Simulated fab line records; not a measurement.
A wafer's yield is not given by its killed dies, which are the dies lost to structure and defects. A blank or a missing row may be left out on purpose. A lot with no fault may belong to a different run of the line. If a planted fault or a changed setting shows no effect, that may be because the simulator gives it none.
Which tool was responsible? | flow nand_harc | 72 wafers from 24 lots sampled at 6 of the route's 1159 steps

## WHAT EACH GAUGE READ, for each wafer
NHARC_P_M0_THK_MEAS_24: measures by xrf. Usual: 116.9 nm for thk_nm, sd 1.3.
lot  | measured     | on            | thk_nm (nm)       | flag
L075 | day 6 05:36  | film_metro-01 | 117.3 117.5 115.1 |
L074 | day 6 08:02  | film_metro-01 | 117.4 117.2 115.5 |
L076 | day 6 11:11  | film_metro-01 | 117.1 115.8 115.9 |
L078 | day 6 22:48  | film_metro-01 | 116.1 118.5 116.0 |
L077 | day 7 00:07  | film_metro-01 | 116.4 115.7 114.2 |
L079 | day 7 00:35  | film_metro-01 | 114.7 119.5 117.2 |
L080 | day 7 11:31  | film_metro-02 | 116.0 117.7 116.9 |
L081 | day 8 01:06  | film_metro-02 | 118.0 117.5 116.8 |
L083 | day 8 01:16  | film_metro-02 | 115.9 116.9 116.0 |
L082 | day 8 02:22  | film_metro-02 | 117.7 118.5 117.8 |
L084 | day 8 23:01  | film_metro-01 | 116.5 116.4 116.8 |
L086 | day 9 01:08  | film_metro-02 | 116.7 115.8 119.0 |
L085 | day 9 01:50  | film_metro-01 | 117.7 118.5 118.9 |
L087 | day 9 01:58  | film_metro-01 | 114.2 115.2 115.0 |
L089 | day 9 17:51  | film_metro-01 | 115.3 117.4 118.0 |
L090 | day 9 18:53  | film_metro-02 | 116.8 114.8 116.8 |
L088 | day 9 19:20  | film_metro-02 | 115.5 116.3 116.9 |
L091 | day 10 01:27 | film_metro-02 | 118.2 116.5 118.4 |
L092 | day 10 08:07 | film_metro-02 | 117.4 117.5 115.2 |
L093 | day 10 17:17 | film_metro-02 | 117.9 115.3 118.0 |
L095 | day 10 22:07 | film_metro-02 | 118.9 118.3 117.6 |
L094 | day 10 22:41 | film_metro-02 | 116.4 117.1 118.1 |
L096 | day 11 18:39 | film_metro-02 | 117.4 117.2 118.4 |
L097 | day 11 18:49 | film_metro-01 | 115.4 120.9 118.7 |

NHARC_P_M1_CD_MEAS_09: the cd target is 130 nm. Usual: 130.0 nm for cd_nm, sd 0.55.
lot  | measured     | on        | cd_nm (nm)        | flag
L075 | day 6 07:01  | cd_sem-01 | 130.9 130.9 129.4 |
L074 | day 6 09:38  | cd_sem-01 | 129.8 130.2 129.9 |
L076 | day 6 12:37  | cd_sem-02 | 128.6 130.0 130.7 |
L078 | day 7 00:29  | cd_sem-03 | 129.2 129.8 130.3 |
L077 | day 7 01:32  | cd_sem-03 | 129.8 129.1 129.3 |
L079 | day 7 02:13  | cd_sem-02 | 130.6 129.9 130.1 |
L080 | day 7 12:56  | cd_sem-02 | 130.5 129.3 131.0 |
L081 | day 8 02:32  | cd_sem-03 | 130.1 130.1 129.7 |
L083 | day 8 02:52  | cd_sem-01 | 129.9 130.1 130.0 |
L082 | day 8 03:55  | cd_sem-03 | 129.2 130.3 129.7 |
L084 | day 9 00:34  | cd_sem-03 | 131.0 129.7 129.9 |
L086 | day 9 02:41  | cd_sem-01 | 129.4 129.5 130.0 |
L085 | day 9 03:21  | cd_sem-01 | 129.8 129.5 129.3 |
L087 | day 9 03:48  | cd_sem-01 | 129.3 129.4 129.9 |
L089 | day 9 19:26  | cd_sem-03 | 129.7 128.7 129.5 |
L090 | day 9 20:26  | cd_sem-02 | 129.6 130.7 130.2 |
L088 | day 9 20:55  | cd_sem-03 | 131.1 130.2 130.6 |
L091 | day 10 03:12 | cd_sem-02 | 130.9 130.8 130.1 |
L092 | day 10 09:40 | cd_sem-01 | 130.2 130.9 129.6 |
L093 | day 10 18:43 | cd_sem-02 | 130.3 129.3 131.2 |
L095 | day 10 23:43 | cd_sem-03 | 130.3 130.3 129.4 |
L094 | day 11 00:21 | cd_sem-01 | 129.9 129.7 130.2 |
L096 | day 11 20:10 | cd_sem-01 | 131.1 130.3 130.1 |
L097 | day 11 20:31 | cd_sem-03 | 129.9 128.9 130.2 |

NHARC_P_M1_THK_MEAS_24: measures by xrf. Usual: 157.7 nm for thk_nm, sd 1.4.
lot  | measured     | on            | thk_nm (nm)       | flag
L075 | day 6 09:39  | film_metro-01 | 157.3 156.1 158.2 |
L074 | day 6 12:16  | film_metro-01 | 153.9 156.1 158.6 |
L076 | day 6 15:22  | film_metro-01 | 158.2 160.4 158.5 |
L078 | day 7 03:08  | film_metro-01 | 157.1 158.7 157.2 |
L077 | day 7 04:07  | film_metro-01 | 157.6 157.2 159.5 |
L079 | day 7 04:50  | film_metro-01 | 156.6 153.6 158.1 |
L080 | day 7 15:33  | film_metro-02 | 159.1 159.5 159.1 |
L081 | day 8 05:09  | film_metro-02 | 158.5 157.5 159.3 |
L083 | day 8 05:46  | film_metro-01 | 158.3 157.1 160.0 |
L082 | day 8 06:31  | film_metro-01 | 157.1 155.2 156.9 |
L084 | day 9 03:13  | film_metro-02 | 156.5 158.8 154.8 |
L086 | day 9 05:18  | film_metro-01 | 158.6 156.8 159.1 |
L085 | day 9 05:59  | film_metro-02 | 155.7 158.3 157.7 |
L087 | day 9 06:25  | film_metro-02 | 160.8 159.7 157.4 |
L089 | day 9 22:05  | film_metro-02 | 158.7 158.4 159.0 |
L090 | day 9 23:05  | film_metro-02 | 157.7 157.6 158.2 |
L088 | day 9 23:43  | film_metro-01 | 156.1 157.7 157.3 |
L091 | day 10 05:50 | film_metro-02 | 155.2 157.7 159.8 |
L092 | day 10 12:19 | film_metro-01 | 156.1 158.9 158.9 |
L093 | day 10 21:22 | film_metro-02 | 158.2 158.9 155.2 |
L095 | day 11 02:44 | film_metro-01 | 156.9 155.5 158.1 |
L094 | day 11 03:01 | film_metro-02 | 157.3 156.5 156.2 |
L096 | day 11 22:48 | film_metro-01 | 157.2 156.6 157.2 |
L097 | day 11 23:07 | film_metro-01 | 157.2 157.2 157.3 |

## EACH LOT AND THE TOOL THAT RAN IT (in order: tool; ch and the chambers of the sampled wafers; start)
lot  | NHARC_P_M0_DEGAS_28          | NHARC_P_M0_PVD_20                       | NHARC_P_M1_ETCH_28
L075 | pvd_sputter-01, day 6 04:13  | pvd_sputter-01, day 6 05:36 or earlier  | rie_diel-04 ch 0,2,3, day 6 09:39 or earlier
L074 | pvd_sputter-03, day 6 06:29  | pvd_sputter-03, day 6 08:02 or earlier  | rie_diel-03 ch 1,2, day 6 12:16 or earlier
L076 | pvd_sputter-03, day 6 09:47  | pvd_sputter-03, day 6 11:11 or earlier  | rie_diel-05 ch 0,1, day 6 15:22 or earlier
L078 | pvd_sputter-02, day 6 21:22  | pvd_sputter-02, day 6 22:48 or earlier  | rie_diel-05 ch 1,2,3, day 7 03:08 or earlier
L077 | pvd_sputter-02, day 6 22:43  | pvd_sputter-02, day 7 00:07 or earlier  | rie_diel-04 ch 0,2,3, day 7 04:07 or earlier
L079 | pvd_sputter-03, day 6 23:07  | pvd_sputter-03, day 7 00:35 or earlier  | rie_diel-03 ch 0,1,3, day 7 04:50 or earlier
L080 | pvd_sputter-03, day 7 10:08  | pvd_sputter-03, day 7 11:31 or earlier  | rie_diel-03 ch 2,3, day 7 15:33 or earlier
L081 | pvd_sputter-02, day 7 23:42  | pvd_sputter-02, day 8 01:06 or earlier  | rie_diel-03 ch 0,1,2, day 8 05:09 or earlier
L083 | pvd_sputter-03, day 7 23:52  | pvd_sputter-03, day 8 01:16 or earlier  | rie_diel-03 ch 1,2,3, day 8 05:46 or earlier
L082 | pvd_sputter-01, day 8 00:55  | pvd_sputter-01, day 8 02:22 or earlier  | rie_diel-04 ch 0,1,3, day 8 06:31 or earlier
L084 | pvd_sputter-02, day 8 21:36  | pvd_sputter-02, day 8 23:01 or earlier  | rie_diel-03 ch 0,1,2, day 9 03:13 or earlier
L086 | pvd_sputter-01, day 8 23:38  | pvd_sputter-01, day 9 01:08 or earlier  | rie_diel-05 ch 0,1,2, day 9 05:18 or earlier
L085 | pvd_sputter-02, day 8 23:55  | pvd_sputter-02, day 9 01:50 or earlier  | rie_diel-04 ch 0,1,2, day 9 05:59 or earlier
L087 | pvd_sputter-03, day 9 00:11  | pvd_sputter-03, day 9 01:58 or earlier  | rie_diel-03 ch 0,1,2, day 9 06:25 or earlier
L089 | pvd_sputter-02, day 9 16:28  | pvd_sputter-02, day 9 17:51 or earlier  | rie_diel-03 ch 0,1, day 9 22:05 or earlier
L090 | pvd_sputter-01, day 9 17:29  | pvd_sputter-01, day 9 18:53 or earlier  | rie_diel-03 ch 0,1,3, day 9 23:05 or earlier
L088 | pvd_sputter-03, day 9 17:56  | pvd_sputter-03, day 9 19:20 or earlier  | rie_diel-03 ch 2,3, day 9 23:43 or earlier
L091 | pvd_sputter-03, day 10 00:03 | pvd_sputter-03, day 10 01:27 or earlier | rie_diel-05 ch 0,1,3, day 10 05:50 or earlier
L092 | pvd_sputter-01, day 10 06:38 | pvd_sputter-01, day 10 08:07 or earlier | rie_diel-04 ch 0,1,3, day 10 12:19 or earlier
L093 | pvd_sputter-03, day 10 15:53 | pvd_sputter-03, day 10 17:17 or earlier | rie_diel-05 ch 1,3, day 10 21:22 or earlier
L095 | pvd_sputter-02, day 10 20:43 | pvd_sputter-02, day 10 22:07 or earlier | rie_diel-04 ch 1,2,3, day 11 02:44 or earlier
L094 | pvd_sputter-03, day 10 21:17 | pvd_sputter-03, day 10 22:41 or earlier | rie_diel-05 ch 2,3, day 11 03:01 or earlier
L096 | pvd_sputter-01, day 11 17:16 | pvd_sputter-01, day 11 18:39 or earlier | rie_diel-03 ch 0,1, day 11 22:48 or earlier
L097 | pvd_sputter-03, day 11 17:25 | pvd_sputter-03, day 11 18:49 or earlier | rie_diel-05 ch 1,2, day 11 23:07 or earlier
- NHARC_P_M0_DEGAS_28: time 60 s.
- NHARC_P_M0_PVD_20: deposits TaN, target thk 5 nm, time 8.06 s.
- NHARC_P_M1_ETCH_28: etches the open film in CF4/N2, target depth 30 nm, time 72.99 s.

## AS READ BY THE TOOLS THEMSELVES (means over the sampled wafers that have a number; for cases with no such wafer, the mark the record gives instead)
NHARC_P_M0_DEGAS_28. Usual: 334 W for heater_power_w, sd 34.
lot  | tool           | heater_power_w (W) | flag
L075 | pvd_sputter-01 | 339                |
L074 | pvd_sputter-03 | 314                |
L076 | pvd_sputter-03 | 348                |
L078 | pvd_sputter-02 | 291                |
L077 | pvd_sputter-02 | 294                |
L079 | pvd_sputter-03 | 338                |
L080 | pvd_sputter-03 | 339                |
L081 | pvd_sputter-02 | 313                |
L083 | pvd_sputter-03 | 314                |
L082 | pvd_sputter-01 | 371                |
L084 | pvd_sputter-02 | 302                |
L086 | pvd_sputter-01 | 332                |
L085 | pvd_sputter-02 | 318                |
L087 | pvd_sputter-03 | 339                |
L089 | pvd_sputter-02 | 317                |
L090 | pvd_sputter-01 | 357                |
L088 | pvd_sputter-03 | 356                |
L091 | pvd_sputter-03 | 336                |
L092 | pvd_sputter-01 | 348                |
L093 | pvd_sputter-03 | 335                |
L095 | pvd_sputter-02 | 324                |
L094 | pvd_sputter-03 | 343                |
L096 | pvd_sputter-01 | 337                |
L097 | pvd_sputter-03 | 318                |

NHARC_P_M0_PVD_20. Usual: 29.9 % for throttle_valve_pct, sd 0.93.
lot  | tool           | throttle_valve_pct (%) | flag
L075 | pvd_sputter-01 | 30.0                   |
L074 | pvd_sputter-03 | 29.8                   |
L076 | pvd_sputter-03 | 28.8                   |
L078 | pvd_sputter-02 | 30.2                   |
L077 | pvd_sputter-02 | 30.0                   |
L079 | pvd_sputter-03 | 29.5                   |
L080 | pvd_sputter-03 | 29.5                   |
L081 | pvd_sputter-02 | 30.2                   |
L083 | pvd_sputter-03 | 28.6                   |
L082 | pvd_sputter-01 | 29.8                   |
L084 | pvd_sputter-02 | 30.3                   |
L086 | pvd_sputter-01 | 30.2                   |
L085 | pvd_sputter-02 | 29.6                   |
L087 | pvd_sputter-03 | 30.2                   |
L089 | pvd_sputter-02 | 30.7                   |
L090 | pvd_sputter-01 | 30.8                   |
L088 | pvd_sputter-03 | 30.5                   |
L091 | pvd_sputter-03 | 29.4                   |
L092 | pvd_sputter-01 | 30.2                   |
L093 | pvd_sputter-03 | 30.9                   |
L095 | pvd_sputter-02 | 30.6                   |
L094 | pvd_sputter-03 | 29.3                   |
L096 | pvd_sputter-01 | 30.2                   |
L097 | pvd_sputter-03 | 29.3                   |

NHARC_P_M1_ETCH_28. Usual: drypump_motor_current_A 5.7 A, standard deviation 0.48; oes_product_au 0.995 a.u., standard deviation 0.0098; rf_vpp_V 314.5 V, standard deviation 1.7; showerhead_plenum_p_Torr 2.64 Torr, standard deviation 0.094; throttle_valve_pct 19.795 %, standard deviation 0.0082.
lot  | tool        | drypump_motor_current_A (A) | oes_product_au (a.u.) | rf_vpp_V (V) | showerhead_plenum_p_Torr (Torr) | throttle_valve_pct (%) | flag
L075 | rie_diel-04 | 5.5                         | 0.999                 | 314.1        | 2.61                            | 19.788                 |
L074 | rie_diel-03 | 5.8                         | 0.993                 | 313.6        | 2.63                            | 19.792                 |
L076 | rie_diel-05 | 5.6                         | 0.995                 | 315.9        | 2.73                            | 19.789                 |
L078 | rie_diel-05 | 6.1                         | 0.991                 | 314.8        | 2.58                            | 19.795                 |
L077 | rie_diel-04 | 5.5                         | 0.998                 | 314.2        | 2.60                            | 19.795                 |
L079 | rie_diel-03 | 5.5                         | 0.990                 | 315.2        | 2.67                            | 19.800                 |
L080 | rie_diel-03 | 5.1                         | 0.989                 | 316.7        | 2.79                            | 19.797                 |
L081 | rie_diel-03 | 5.8                         | 0.985                 | 314.0        | 2.63                            | 19.805                 |
L083 | rie_diel-03 | 5.4                         | 0.988                 | 315.8        | 2.71                            | 19.797                 |
L082 | rie_diel-04 | 5.7                         | 0.990                 | 313.8        | 2.64                            | 19.788                 |
L084 | rie_diel-03 | 5.8                         | 0.990                 | 314.0        | 2.63                            | 19.797                 |
L086 | rie_diel-05 | 5.7                         | 0.998                 | 313.6        | 2.63                            | 19.794                 |
L085 | rie_diel-04 | 5.3                         | 0.992                 | 313.9        | 2.61                            | 19.799                 |
L087 | rie_diel-03 | 5.8                         | 0.991                 | 314.7        | 2.63                            | 19.789                 |
L089 | rie_diel-03 | 5.9                         | 0.982                 | 313.1        | 2.59                            | 19.795                 |
L090 | rie_diel-03 | 5.5                         | 0.997                 | 314.9        | 2.67                            | 19.787                 |
L088 | rie_diel-03 | 5.4                         | 0.991                 | 316.0        | 2.74                            | 19.791                 |
L091 | rie_diel-05 | 6.0                         | 0.993                 | 314.8        | 2.68                            | 19.799                 |
L092 | rie_diel-04 | 5.7                         | 1.003                 | 314.0        | 2.64                            | 19.790                 |
L093 | rie_diel-05 | 6.4                         | 0.998                 | 314.4        | 2.64                            | 19.788                 |
L095 | rie_diel-04 | 5.4                         | 1.007                 | 313.5        | 2.62                            | 19.800                 |
L094 | rie_diel-05 | 5.9                         | 0.989                 | 312.1        | 2.52                            | 19.791                 |
L096 | rie_diel-03 | 5.9                         | 0.997                 | 313.5        | 2.59                            | 19.785                 |
L097 | rie_diel-05 | 5.9                         | 0.998                 | 312.4        | 2.53                            | 19.787                 |

## THE ANSWER, worked out from the rows above alone
Rule: a lot is off if the mean of its wafers that have a number lies more than 3 standard deviations from the usual mean. A lot without any number at a reading at which 4 lots or more have one is off too. Any other lot the step has rows for is counted as sound. Order of review: gauges by route order, followed by the tools' own readings, for which a lot's mean as printed above is used. At the first step where some lot is off, the reading lying furthest off is the one used; lots without a number count as furthest.
No lot is off at any reading shown: from this, nothing can be told.

## WHAT HAD BEEN PUT IN BY THE SIMULATOR
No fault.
